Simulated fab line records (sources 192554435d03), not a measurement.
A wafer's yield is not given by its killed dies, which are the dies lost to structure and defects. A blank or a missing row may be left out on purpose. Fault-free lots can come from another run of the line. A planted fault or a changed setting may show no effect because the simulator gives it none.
Problem report, 8D (eight disciplines) form, completed by code    flow n5 finfet    the parts of the form that need people (team, actions taken, sign-off) are left out

1. THE PROBLEM
Mean of trench depth nm at N5_BEOL_M11_OCD_MEAS_38: 129 nm across 4 wafers in 2 lots; on wafers with no fault it is 149 nm (standard deviation 3.2). That is -6.2 standard deviations from the usual mean.
Seen first at day 13 12:42 on ocd-02, wafer L991.3. At this step, 33 wafers from 11 lots have a number in the record. By rule, "out" or "out of limits" means more than 4 standard deviations away from the usual mean. All remaining wafers that have a number are taken as sound.

2. WHAT IT IS AND WHAT IT IS NOT
question                     is                              is not
which readings at this step  trench depth nm                 -
which lots                   L991, L993                      L101, L103, L980, L981, L982, L983, L984, L986, L999
which wafers of those lots   L991.3, L991.6, L993.3, L993.6  L991.5, L993.1
read on which gauges         ocd-02                          ocd-01
when                         from day 13 12:42               up to then (19 sound wafers); but 10 sound wafers of L101, L103, L993, L999 came after

3. SUSPECTS, AND WHAT RULES EACH OUT
Counting: a tool at a process step up to the reading stays a suspect if it ran every lot that is out. Sound lots after the first of them don't rule it out here, since some wafers of a struck lot are sound.
- the gauge at N5_BEOL_M11_OCD_MEAS_38 is ruled out. All the wafers that are out were read on ocd-02, but those of them that N5_BEOL_M11_THK_MEAS_53 has rows for are out there too, on other tools.
- rie diel-01 at N5_BEOL_M11_ETCH_65 (etches SiARC in CF4, target depth 39 nm, time 65 s): kept. It ran every lot that is out, first L991 (day 13 12:14); its last sound lot up to then is L986 (day 11 22:43).
- rie diel-01 at N5_BEOL_M11_TRENCH_ETCH_37 (etches SiCOH lowk in C4F6/O2, target depth 148.83 nm, time 48 s): kept. It ran every lot that is out, first L991 (day 13 12:31); its last sound lot up to then is L986 (day 11 22:59).
Remaining after the count are rie diel-01 at N5_BEOL_M11_ETCH_65 and rie diel-01 at N5_BEOL_M11_TRENCH_ETCH_37.

4. THE CAUSE (what the simulator had put in)
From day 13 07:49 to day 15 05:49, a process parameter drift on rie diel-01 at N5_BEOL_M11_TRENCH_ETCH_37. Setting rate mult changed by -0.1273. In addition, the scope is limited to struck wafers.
This tool is one of the 2 suspects left after counting.

5. THE CHAIN OF EFFECTS, in route order
Each row: a reading whose mean over the struck wafers that have a number lies more than 3 standard deviations from the usual. Readings are gone through only where the record gives a usual standard deviation; hours: the median, over the lots, of the time from a lot's start at the first step in this table giving one to that lot's start at this step; sigmas: the change measured in usual standard deviations.
hours  step                     reading            usual         on struck wafers  change  sigmas
0      N5_BEOL_M11_OCD_MEAS_38  trench depth nm    149 nm        129               -20     -6.2
3      N5_BEOL_M11_THK_MEAS_53  M11_THK            138 nm        118               -20     -6.0
3      N5_BEOL_M11_RS_MEAS_57   M11_RS             0.151 ohm/sq  0.181             +0.030  +7.3
33     N5_BEOL_M15_RC_MEAS_101  SERP_M11           3.05 ohm/um   3.69              +0.64   +6.4
33     N5_BEOL_M15_RC_MEAS_101  SERP_M11_max_site  3.14 ohm/um   3.77              +0.63   +5.7

6. HOW IT WOULD HAVE BEEN CAUGHT EARLIER
In this record the first reading out of limits at a measuring or inspecting step was taken at day 13 12:42, 5 hours after the fault began at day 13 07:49.
An alarm limit of 4 standard deviations would not have fired on the tool readings at N5_BEOL_M11_TRENCH_ETCH_37 for which the record gives a usual standard deviation, since none of them was out on any struck wafer.
Among the 2 lots that are out, L993 began N5_BEOL_M11_TRENCH_ETCH_37 on rie diel-01 after day 13 12:42. Holding the tool at that time would have saved it.
